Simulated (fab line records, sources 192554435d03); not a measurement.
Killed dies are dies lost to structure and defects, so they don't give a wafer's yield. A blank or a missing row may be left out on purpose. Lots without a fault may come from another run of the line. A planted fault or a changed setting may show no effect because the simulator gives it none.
One fault seen from 2 desks | flow n5_finfet | each desk has only its own numbers; what lay behind them comes last

THE METROLOGY DESK
What the gauges read, lot by lot, whatever tool the lot ran on: means of the sampled wafers that have a number. A lot is out of limits, marked OUT, if its mean lies more than 4 standard deviations from the usual mean; the brackets give that distance. Of its 12 readings 7 are shown: those that lie furthest out on some lot.
Columns: A = CHAIN_V0 at N5_BEOL_M4_RC_MEAS_101, usual 238 ohm/link; B = CHAIN_V0_max_site at N5_BEOL_M4_RC_MEAS_101, usual 246 ohm/link; C = DIBL_N at N5_BEOL_M4_RC_MEAS_101, usual 36.3 mV/V; D = IOFF_P at N5_BEOL_M4_RC_MEAS_101, usual 0.21 nA/um; E = ION_N at N5_BEOL_M4_RC_MEAS_101, usual 677 uA/um; F = ION_P at N5_BEOL_M4_RC_MEAS_101, usual 465 uA/um; G = VT_P at N5_BEOL_M4_RC_MEAS_101, usual -250 mV
lot  | first seen here | A   | B   | C    | D    | E   | F   | G
L797 | day 8 00:02     | 224 | 235 | 36.0 | 0.21 | 679 | 466 | -249
L801 | day 9 10:43     | 244 | 252 | 38.9 | 0.25 | 680 | 473 | -247
L803 | day 9 17:41     | 236 | 244 | 36.4 | 0.24 | 688 | 468 | -250
L804 | day 10 06:52    | 234 | 242 | 35.6 | 0.22 | 661 | 460 | -248
L805 | day 10 15:08    | 235 | 242 | 37.8 | 0.28 | 682 | 475 | -243
L808 | day 11 00:25    | 217 | 223 | 35.7 | 0.17 | 668 | 461 | -255
L809 | day 11 02:11    | 246 | 256 | 36.8 | 0.20 | 685 | 467 | -254
L810 | day 11 05:39    | 237 | 241 | 36.9 | 0.21 | 680 | 464 | -252
L819 | day 13 21:29    | 237 | 244 | 36.0 | 0.17 | 673 | 454 | -255
This desk's finding: nothing out of limits on any of the 9 lots.

THE TOOL OWNER'S DESK: ald_sin-02
The tool's own readings at N5_BEOL_M1_ALD_98 (deposits SiO2, target thk 2.5 nm, pulse time 1 s, co reactant pulse time 1 s): means of the sampled wafers that have a number, for each lot that ran on this tool. A lot is out of limits, marked OUT, if its mean lies more than 4 standard deviations from the usual mean; the brackets give that distance.
Columns: A = heater_power_w at N5_BEOL_M1_ALD_98, usual 78 W; B = precursor_pulse_height_rel at N5_BEOL_M1_ALD_98, usual 1.001
lot  | first seen here | A  | B
L797 | day 6 12:59     | 83 | 1.005
L801 | day 7 07:03     | 84 | 1.008
L803 | day 7 18:32     | 82 | 1.014
L804 | day 8 00:31     | 79 | 1.008
L808 | day 9 04:30     | 77 | 1.002
L810 | day 9 18:46     | 78 | 0.983
This desk's finding: nothing out of limits on any of the 6 lots.

PUT TOGETHER
The metrology desk saw nothing out of limits.
The tool owner's desk saw nothing out of limits.

WHAT THE SIMULATOR HAD PUT IN
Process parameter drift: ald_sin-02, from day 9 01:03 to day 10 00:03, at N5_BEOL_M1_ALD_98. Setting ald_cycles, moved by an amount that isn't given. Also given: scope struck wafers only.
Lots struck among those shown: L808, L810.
